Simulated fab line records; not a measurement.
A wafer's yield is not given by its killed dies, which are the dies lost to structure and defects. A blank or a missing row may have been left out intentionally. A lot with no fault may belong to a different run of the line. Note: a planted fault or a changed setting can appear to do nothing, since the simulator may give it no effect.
A struck lot beside a sound one -- flow nand_harc -- 40 out of 1159 route steps
Sound: these wafers, L280.1, L280.2, L280.6. Struck: wafers L287.2, L287.4. (L287.3 of the same lot was not struck and is left out.) The cause comes at the end.
Per side, at each step with rows, come the tool, then ch with its chambers, and then its first start. Under that, the readings that differ: sound wafers -- struck wafers -- difference of the means -- sigmas: that difference in standard deviations of wafers without a fault.
alike: words and numbers the same on both sides, and readings whose means are apart by under 2 such deviations; not compared: readings that were withheld, readings missing a value for some wafer, numbers with overlapping values and no deviation given by the record, and bounds like >300 which may hide the same value.
Wherever a step has rows on one side only, a row that says differs or no value, or a row with sigmas, the two part there. When numbers do not overlap yet have no deviation, they are printed without sigmas and do not part them. A reading missing from all wafers of one side parts the sides only when that side holds two or more wafers.

first, 1 step without rows for these wafers: NHARC_A_BONDPAD_HARDBAKE_10 (time 65 s).
NHARC_A_BONDPAD_DESCUM_11: chemistry O2, time 3 s.
  sound on rie_diel-01 ch 0,2,3, day 18 11:49; struck on rie_diel-07 ch 0,1, day 21 01:33
reading,sound,struck,difference,sigmas
throttle_valve_pct (%),11.308 11.300 11.309,11.318 11.335,+0.021,+2
  alike: drypump_motor_current_A, oes_product_au, rf_vpp_V, showerhead_plenum_p_Torr
  not compared: rf_hours_counter_h
NHARC_A_BONDPAD_ETCH_34: etches the open film in N2/H2, target depth 60 nm, overetch 18 nm, time 65.91 s.
  sound on rie_diel-01 ch 1,2,3, day 18 11:54; struck on rie_diel-07 ch 1,3, day 21 01:38
  alike: drypump_motor_current_A, oes_product_au, rf_vpp_V, showerhead_plenum_p_Torr, throttle_valve_pct
  not compared: rf_hours_counter_h
then, 1 step without rows for these wafers: NHARC_A_BONDPAD_ETCH_12 (etches the open film in CHF3/O2, target depth 220 nm, time 110 s).
NHARC_A_BONDPAD_CD_MEAS_13:
  sound on cd_sem-02 at day 18 12:07; struck on cd_sem-02 at day 21 01:52
  alike: cd_nm
then, 1 step without rows for these wafers: NHARC_A_BONDPAD_STRIP_15 (strips in O2).
NHARC_A_BONDPAD_ETCH_24: etches the open film in CF4/N2, target depth 30 nm, time 72.99 s.
  sound: rie_diel-01 ch 0,2,3; struck: rie_diel-07 ch 0,1
  alike: drypump_motor_current_A, oes_product_au, rf_vpp_V, showerhead_plenum_p_Torr, throttle_valve_pct
  not compared: rf_hours_counter_h
then, 3 steps without rows for these wafers: NHARC_A_BONDPAD_STRIP_16 (strips in post etch residue remover, time 600 s); NHARC_A_BONDPAD_DEGAS_25 (time 60 s); NHARC_A_BONDPAD_PRE_CLEAN_26 (time 30 s).
NHARC_A_BONDPAD_PVD_17: deposits TaN, target thk 5 nm, time 8.06 s.
  sound on pvd_sputter-03; struck on pvd_sputter-03
  alike: throttle_valve_pct
then, 1 step without rows for these wafers: NHARC_A_BONDPAD_PVD_27 (deposits Cu, target thk 30 nm, time 20.49 s).
NHARC_A_BONDPAD_ECD_18: material Cu, target thk 400 nm.
  sound on ecd_cu-01 ch 0,1, day 18 13:07; struck on ecd_cu-02 ch 0,1, day 21 02:54
then, 3 steps without rows for these wafers: NHARC_A_BONDPAD_ANNEAL_28 (time 90 s); NHARC_A_BONDPAD_CMP_19 (polishes, t overpolish 30 s, cu recess touch 16 s, target thk 169.8 nm); NHARC_A_BONDPAD_SRD_21 (time 30 s, dry time 20 s).
NHARC_A_BONDPAD_INSPECT_23:
  sound on defect_inspect-02 at day 18 14:23; struck on defect_inspect-01 at day 21 04:12
  alike: raw_defect_count
then, 5 steps without rows for these wafers: NHARC_HYBRID_BOND_ACTIVATE_00 (chemistry N2, time 60 s); NHARC_HYBRID_BOND_PRECLEAN_01 (cleans in DIW, time 300 s); NHARC_HYBRID_BOND_SRD_02 (time 30 s, dry time 20 s); NHARC_HYBRID_BOND_BOND_03; NHARC_HYBRID_BOND_ANNEAL_04 (time 7200 s).
NHARC_HYBRID_BOND_OVL_MEAS_05:
  sound wafers here have rows in the record (overlay-02, day 19 02:46); struck ones have none
NHARC_HYBRID_BOND_INSPECT_06: inspects for defects (ir void).
  sound wafers here have rows in the record (defect_inspect-01, day 19 02:49); struck ones have none
NHARC_THIN_TSV_GRIND_00:
  the record has rows for the sound wafers here (grinder-01 ch 0, day 19 02:58) and none for the struck ones
then, 1 step without rows for these wafers: NHARC_THIN_TSV_CMP_01 (polishes).
NHARC_THIN_TSV_THK_MEAS_02: measures by ir.
  sound wafers here have rows in the record (film_metro-01, day 19 04:26); struck ones have none
then, 12 steps without rows for these wafers: NHARC_THIN_TSV_SRD_03; NHARC_THIN_TSV_PRECLEAN_41 (cleans in SC1); NHARC_THIN_TSV_SRD_42; NHARC_THIN_TSV_DEP_43 (deposits SiO2, target thk 1328.5 nm); NHARC_THIN_TSV_DEHYDRATE_04 (time 120 s); NHARC_THIN_TSV_HMDS_05 (time 30 s); NHARC_THIN_TSV_COAT_06; NHARC_THIN_TSV_SOFTBAKE_07 (time 95 s); NHARC_THIN_TSV_EBR_08; NHARC_THIN_TSV_EXPOSE_09 (exposes mask TSV); NHARC_THIN_TSV_PEB_10 (peb time 85 s); NHARC_THIN_TSV_DEVELOP_11 (time 70 s).
NHARC_END_SORT_01:
  sound on prober-01 ch 0, day 20 01:42; struck on prober-02 ch 0, day 22 21:40
reading,sound,struck,difference,sigmas
defect_limited_yield (%),98.1 95.1 96.2,0 0,-96,-80
killed_at_array,13 32 24,676 675,+652,+88
killed_dies,13 33 26,677 677,+653,+82
sort_bin_2_pct (%),0.3 1.5 1.0,97.2 97.2,+96.3,+99 or more
sort_n_pass,664 644 651,0 0,-653,-82
sort_rim_yield_pct (%),96.2 91.5 94.3,0 0,-94,-35
sort_yield_pct (%),98.1 95.1 96.2,0 0,-96,-80
  alike: killed_at_other, killed_at_periphery, killed_open, killed_short, sort_bin_3_pct, sort_bin_4_pct

WHERE THEY PART
Earliest at NHARC_A_BONDPAD_DESCUM_11; latest, in this record, at NHARC_END_SORT_01.

WHY: what the simulator had put in
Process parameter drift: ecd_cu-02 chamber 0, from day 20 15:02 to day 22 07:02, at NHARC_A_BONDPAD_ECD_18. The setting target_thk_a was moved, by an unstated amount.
